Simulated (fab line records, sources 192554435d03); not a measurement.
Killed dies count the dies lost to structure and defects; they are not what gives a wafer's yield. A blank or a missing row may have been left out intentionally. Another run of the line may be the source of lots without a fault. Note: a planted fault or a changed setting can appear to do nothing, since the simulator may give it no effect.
fab line records    flow n5-finfet    part 2 of 2: steps 26 to 26 of 26
record lots=6  wafers=18  last-day=17
route steps=1938 shown BEOL_M14@1727 PASSIVATION@1936
lots that met no fault: taken from a fault-free run of the same line
start-h: start of the lot's first displayed wafer, in hours after the record's first day    wait-h: how many hours have passed since the lot's step before this one    " the same as in the row above    L1.1+2: several wafers, shown together as one row    - either no value or no given start    * or withheld: withheld    < > ~ a bound
route shown NAME@n: a module of which the file shows steps, and the number in the route of the first    usual: mean/standard deviation taken from wafers without a fault    same: alike in all rows    chamber/n: place in a boat    sites: each site's reading    _std_site: standard deviation of those values    _edge_site: outer sites' mean less inner sites'    radius-mm: for every site, how far away it sits from the centre of the wafer    mask NAME#n: copy n    behind: the tool/chamber that last shaped the wafer    hold: the reason the lot was held/the length of the hold in hours/how it ended    device: names the non-switching transistor (n, p or np)    end of line: tests run on the same wafers once the route is complete    a step with no rows: only its recipe    killed: dies lost to structure and defects at the first sort, not the wafer's yield    map: a wafer's dies, marking killed ones x, the rest . and places with no die _
set.NAME: the run value of the setting; set.NAME@STEP: its run value at that earlier step    model.NAME: the simulator's own value behind a step, which no gauge read
a table for each step, a row for each wafer; lots at some steps of the route
services: from which hour (start-h, from the record's first day; less than 0 if before it) a tool's chamber was out of use, for how many hours, and why
## steps
# step N5_PASSIVATION_PROBE_49
# usual defect-limited-yield=91.8/1.5  killed_at_M0_to_M3=33/11  killed_at_M4_up=13/5  killed-at-contacts=11/5.6  killed-at-front-end=36/12  killed-at-other=3.4/2.5  killed-dies=97/18  killed-open=64/13  killed-short=31/6.9  sort_bin_4_leakage=0.01/0.048  sort_bin_5_function=4.8/1  sort_bin_6_memory=3.1/0.64  sort-n-pass=1083/18  sort-yield-pct=91.8/1.5
# same gross-dies=1180  killed-at-back-side=0  sort_bin_8_speed[%]=0
lot.wafer  tool       chamber  start-h  wait-h  defect-limited-yield[%]  killed_at_M0_to_M3  killed_at_M4_up  killed-at-contacts  killed-at-front-end  killed-at-other  killed-dies  killed-open  killed-short  sort_bin_4_leakage[%]  sort_bin_5_function[%]  sort_bin_6_memory[%]  sort-n-pass  sort-yield-pct[%]
L257.2     prober-02  -        266.97   0.1     93.4                     31                  15               16                  14                   2                78           59           18            0                      4.2                     2.4                   1102         93.4
L257.4     prober-02  -        267.07   0.2     93.1                     26                  12               15                  28                   1                82           57           24            0                      3.6                     3.2                   1098         93.1
L257.6     prober-02  -        267.17   0.3     93.6                     28                  15               7                   25                   0                75           50           24            0.08                   4.1                     2.3                   1104         93.6
L263.2     prober-02  -        300.60   0.1     93.1                     20                  7                13                  39                   2                81           55           26            0                      4.1                     2.4                   1099         93.1
L263.3     prober-02  -        300.65   0.1     94.3                     18                  7                12                  26                   4                67           48           18            0                      3.2                     2.2                   1113         94.3
L263.4     prober-02  -        300.70   0.2     93.6                     18                  10               9                   34                   5                76           47           28            0                      3.4                     3.1                   1104         93.6
L275.4     prober-01  -        374.10   0.2     93.1                     19                  3                12                  41                   6                81           51           29            0                      3.3                     3.1                   1099         93.1
L275.5     prober-01  -        374.15   0.2     93.5                     12                  12               5                   45                   3                77           35           30            0                      3.1                     2.6                   1103         93.5
L275.6     prober-01  -        374.20   0.3     90.9                     39                  18               10                  33                   7                107          58           43            0                      5.3                     2.8                   1073         90.9
L276.4     prober-02  -        400.37   0.2     90.6                     63                  12               6                   27                   3                111          68           43            0                      5.6                     3.4                   1069         90.6
L276.5     prober-02  -        400.42   0.2     92.8                     47                  6                12                  18                   2                85           56           29            0                      4.7                     2.4                   1095         92.8
L276.6     prober-02  -        400.47   0.3     91.0                     53                  13               9                   27                   4                106          72           33            0                      5.0                     3.8                   1074         91.0
L279.1     prober-02  -        409.38   0.0     93.8                     16                  20               6                   27                   4                73           51           22            0                      3.6                     2.6                   1107         93.8
L279.4     prober-02  -        409.53   0.2     91.9                     34                  16               10                  33                   2                95           68           27            0                      4.2                     3.6                   1085         91.9
L279.5     prober-02  -        409.58   0.2     91.6                     36                  13               20                  28                   2                99           69           29            0                      4.2                     3.6                   1081         91.6
L280.2     prober-01  -        409.50   0.1     92.1                     29                  14               9                   30                   11               93           60           32            0                      5.0                     2.7                   1087         92.1
L280.4     prober-01  -        409.60   0.2     92.4                     32                  15               12                  25                   6                90           70           20            0                      4.5                     3.1                   1090         92.4
L280.5     prober-01  -        409.65   0.2     91.8                     44                  10               8                   32                   3                97           63           34            0                      4.5                     3.6                   1083         91.8
# killed by level:class
L257.2 BEOL_M3:geometric-particle:open=12 MOL_CONTACT_COAG:geometric-particle:open=11 BEOL_M4:geometric-particle:open=6 BEOL_M1:geometric-particle:open=6 MOL_CONTACT_COAG:geometric-particle:short=5 BEOL_M0_SAQP:geometric-particle:open=5 FIN_SAQP:geometric-particle:open=4 BEOL_M2:geometric-particle:open=4
L257.4 MOL_CONTACT_COAG:geometric-particle:open=13 BEOL_M3:geometric-particle:open=6 FIN_SAQP:geometric-particle:open=5 FIN_SAQP:geometric-particle:short=5 STI_FIN_REVEAL:geometric-particle:open=4 BEOL_M0_SAQP:geometric-particle:short=4 BEOL_M0:geometric-particle:open=4 GATE_CUT:geometric-particle:open=3
L257.6 BEOL_M3:geometric-particle:open=9 MOL_CONTACT_COAG:geometric-particle:open=6 BEOL_M1:geometric-particle:open=6 FIN_SAQP:geometric-particle:open=5 BEOL_M4:geometric-particle:open=5 FIN_SAQP:geometric-particle:short=4 BEOL_M0:geometric-particle:open=4 GATE_CUT:geometric-particle:short=3
L263.2 STI_FIN_REVEAL:geometric-particle:open=11 MOL_CONTACT_COAG:geometric-particle:open=10 FIN_SAQP:geometric-particle:open=8 BEOL_M3:geometric-particle:open=7 FIN_SAQP:geometric-particle:short=5 GATE_CUT:geometric-particle:short=5 BEOL_M0_SAQP:geometric-particle:open=4 MOL_CONTACT_COAG:geometric-particle:short=3
L263.3 MOL_CONTACT_COAG:geometric-particle:open=12 BEOL_M0_SAQP:geometric-particle:open=9 FIN_SAQP:geometric-particle:short=5 STI_FIN_REVEAL:geometric-particle:open=5 DUMMY_GATE:geometric-particle:open=3 BEOL_M2:geometric-particle:open=3 FIN_SAQP:geometric-particle:open=2 GATE_CUT:geometric-particle:short=2
L263.4 MOL_CONTACT_COAG:geometric-particle:open=8 FIN_SAQP:geometric-particle:open=6 STI_FIN_REVEAL:geometric-particle:open=5 DUMMY_GATE:geometric-particle:open=5 BEOL_M0_SAQP:geometric-particle:short=5 BEOL_M3:geometric-particle:open=4 FIN_SAQP:geometric-particle:short=3 GATE_CUT:geometric-particle:short=3
L275.4 FIN_SAQP:geometric-particle:short=15 FIN_SAQP:geometric-particle:open=11 MOL_CONTACT_COAG:geometric-particle:open=8 BEOL_M3:geometric-particle:open=8 STI_FIN_REVEAL:geometric-particle:open=5 STARTING-WAFER:geometric-particle:open=4 MOL_CONTACT_COAG:geometric-particle:short=3 BEOL_M0_SAQP:geometric-particle:open=3
L275.5 FIN_SAQP:geometric-particle:open=11 FIN_SAQP:geometric-particle:short=10 HKMG_FIN:area-etch=8 GATE_CUT:geometric-particle:short=5 BEOL_M4:geometric-particle:short=5 MOL_CONTACT_COAG:geometric-particle:open=3 BEOL_M2:geometric-particle:open=3 SDB:geometric-particle:short=2
L275.6 BEOL_M3:geometric-particle:open=16 MOL_CONTACT_COAG:geometric-particle:open=9 BEOL_M0:geometric-particle:short=7 FIN_SAQP:geometric-particle:short=5 FIN_SAQP:geometric-particle:open=4 BEOL_M2:geometric-particle:open=4 BEOL_M6:geometric-particle:open=4 HKMG_FIN:area-etch=4
L276.4 BEOL_M3:geometric-particle:open=13 BEOL_M0_SAQP:geometric-particle:short=12 BEOL_M2:geometric-particle:open=12 BEOL_M0_SAQP:geometric-particle:open=11 BEOL_M2:geometric-particle:short=7 DUMMY_GATE:geometric-particle:open=5 FIN_SAQP:geometric-particle:open=4 FIN_SAQP:geometric-particle:short=4
L276.5 BEOL_M1:geometric-particle:open=16 BEOL_M2:geometric-particle:open=9 BEOL_M0_SAQP:geometric-particle:open=8 BEOL_M0_SAQP:geometric-particle:short=7 GATE_CUT:geometric-particle:short=6 MOL_CONTACT_COAG:geometric-particle:open=6 MOL_CONTACT_COAG:geometric-particle:short=6 BEOL_M5:geometric-particle:open=4
L276.6 BEOL_M2:geometric-particle:open=14 BEOL_M3:geometric-particle:open=10 BEOL_M1:geometric-particle:open=9 BEOL_M3:geometric-particle:short=7 MOL_CONTACT_COAG:geometric-particle:open=6 BEOL_M0_SAQP:geometric-particle:open=6 FIN_SAQP:geometric-particle:short=5 BEOL_M0_SAQP:geometric-particle:short=5
L279.1 BEOL_M4:geometric-particle:open=9 STI_FIN_REVEAL:geometric-particle:open=7 BEOL_M0_SAQP:geometric-particle:open=7 FIN_SAQP:geometric-particle:short=5 FIN_SAQP:geometric-particle:open=5 MOL_CONTACT_COAG:geometric-particle:open=4 BEOL_M3:geometric-particle:open=4 DUMMY_GATE:geometric-particle:open=3
L280.2 FIN_SAQP:geometric-particle:short=9 MOL_CONTACT_COAG:geometric-particle:open=7 BEOL_M0_SAQP:geometric-particle:short=7 BEOL_M2:geometric-particle:open=7 BEOL_M0_SAQP:geometric-particle:open=6 FIN_SAQP:geometric-particle:open=5 BEOL_M4:geometric-particle:open=5 BEOL_M5:geometric-particle:open=5
L279.4 BEOL_M3:geometric-particle:open=18 BEOL_M4:geometric-particle:open=11 DUMMY_GATE:geometric-particle:open=7 MOL_CONTACT_COAG:geometric-particle:open=7 STI_FIN_REVEAL:geometric-particle:open=6 BEOL_M2:geometric-particle:open=5 FIN_SAQP:geometric-particle:short=4 BEOL_M0_SAQP:geometric-particle:short=4
L279.5 MOL_CONTACT_COAG:geometric-particle:open=16 BEOL_M0_SAQP:geometric-particle:open=10 BEOL_M0_SAQP:geometric-particle:short=9 STI_FIN_REVEAL:geometric-particle:open=7 DUMMY_GATE:geometric-particle:open=6 MOL_CONTACT_COAG:geometric-particle:short=4 BEOL_M2:geometric-particle:open=4 BEOL_M3:geometric-particle:open=4
L280.4 MOL_CONTACT_COAG:geometric-particle:open=10 BEOL_M2:geometric-particle:open=10 FIN_SAQP:geometric-particle:open=6 BEOL_M5:geometric-particle:open=6 BEOL_M0_SAQP:geometric-particle:short=6 BEOL_M3:geometric-particle:open=5 STI_FIN_REVEAL:geometric-particle:open=4 BEOL_M0_SAQP:geometric-particle:open=4
L280.5 BEOL_M3:geometric-particle:open=13 BEOL_M0_SAQP:geometric-particle:short=9 FIN_SAQP:geometric-particle:open=8 FIN_SAQP:geometric-particle:short=8 MOL_CONTACT_COAG:geometric-particle:open=7 BEOL_M0_SAQP:geometric-particle:open=7 DUMMY_GATE:geometric-particle:open=5 BEOL_M2:geometric-particle:open=5
## services
tool         chamber  start-h  hours  kind
rie-diel-06  0        207.22   4.4    repair
rie-diel-04  2        217.90   5.7    repair
rie-diel-04  2        223.62   -      clean
rie-diel-04  2        223.62   -      consumable-replace:focus-ring
rie-diel-04  2        223.62   14.5   scheduled-down
rie-diel-04  2        223.62   14.5   vent-cycle
rie-diel-05  0        230.90   5.1    repair
rie-diel-04  1        238.23   -      clean
rie-diel-04  1        238.23   -      consumable-replace:focus-ring
rie-diel-04  1        238.23   16.5   scheduled-down
rie-diel-06  3        245.02   16.7   repair
rie-diel-06  1        261.75   -      clean
rie-diel-06  1        261.75   -      consumable-replace:focus-ring
rie-diel-06  1        261.75   17.4   scheduled-down
rie-diel-06  1        261.75   17.4   vent-cycle
rie-diel-06  2        302.78   3.3    repair
rie-diel-04  3        307.04   5.2    repair
rie-diel-04  1        324.53   5.2    repair
rie-diel-05  2        336.31   4.8    repair
rie-diel-06  3        356.76   -      clean
rie-diel-06  3        356.76   -      consumable-replace:focus-ring
rie-diel-06  3        356.76   15.1   scheduled-down
rie-diel-06  3        356.76   15.1   vent-cycle
rie-diel-05  0        379.50   2.6    repair
